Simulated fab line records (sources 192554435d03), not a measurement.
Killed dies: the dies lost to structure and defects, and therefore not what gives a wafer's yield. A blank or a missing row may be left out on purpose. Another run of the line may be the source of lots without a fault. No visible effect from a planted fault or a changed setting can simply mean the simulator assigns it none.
Code-filled problem report in 8D (eight disciplines) form	flow n5 finfet	the parts of the form that need people (team, actions taken, sign-off) are left out

== 1. THE ISSUE ==
At N5_FIN_CUT_COAT_29, spin speed rpm averages 1554.3 rpm over 6 wafers from 2 lots, while fault-free wafers read 1500.0 rpm, standard deviation 0.93. Relative to the usual mean, that is a shift of +58 standard deviations.
The step: time 60 s, resist thk 10 nm.
Seen first at day 6 17:29 on litho track-04, wafer L256.2. The record holds 30 wafers of 10 lots with a number at this step. Rule for "out", or "out of limits": more than 4 standard deviations from the usual mean. The rest of the wafers with a number are treated as sound.

== 2. WHAT IT IS, WHAT IT ISN'T ==
question	is	is not
which readings at this step	spin speed rpm	-
which lots	L256, L260	L240, L241, L243, L245, L247, L249, L251, L261
which wafers of those lots	all that have a number	-
read on which tools	litho track-04	litho track-03, litho track-05
when	from day 6 17:29	up to then (21 sound wafers); but 3 sound wafers of L261 came after

== 3. SUSPECTS, AND WHAT RULES EACH OUT ==
Counting: a tool stays on the suspect list if, at a process step up to the reading, it processed all lots that are out and no sound lot following the first of them.
- litho track-04 at N5_FIN_CUT_COAT_29 (time 60 s, resist thk 10 nm): kept. It ran every lot that is out, first L256 (day 6 17:29), and no sound lot after that; its last sound lot up to then is L247 (day 4 15:13). On those wafers its own readings are out: spin speed rpm.
Left after counting: litho track-04 at N5_FIN_CUT_COAT_29.

== 4. THE CAUSE (what the simulator had put in) ==
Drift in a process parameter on litho track-04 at N5_FIN_CUT_COAT_29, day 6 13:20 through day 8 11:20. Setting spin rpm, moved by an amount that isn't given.
The count eliminated every tool but this one.

== 5. SEQUENCE OF EFFECTS, ordered by route ==
Each row: a reading whose mean over the struck wafers that have a number lies more than 3 standard deviations from the usual. Scope: only readings with a usual standard deviation given in the record; hours: median across lots of the time from each lot's start at the first step in this table that gives one to its start at this step; sigmas: change in usual standard deviations.
hours	step	reading	usual	on struck wafers	change	sigmas
0	N5_FIN_CUT_COAT_29	spin speed rpm	1500.0 rpm	1554.3	+54.3	+58
The process steps in it:
- N5_FIN_CUT_COAT_29: time 60 s, resist thk 10 nm.
At these later measuring or inspecting steps, every struck wafer for which the step has a row has a number for every such reading, and none has moved that far: N5_BEOL_M4_RC_MEAS_101.

== 6. HOW IT WOULD HAVE BEEN CAUGHT EARLIER ==
4 hours passed between the start of the fault at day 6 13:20 and the first reading out of limits in this record, taken at day 6 17:29.
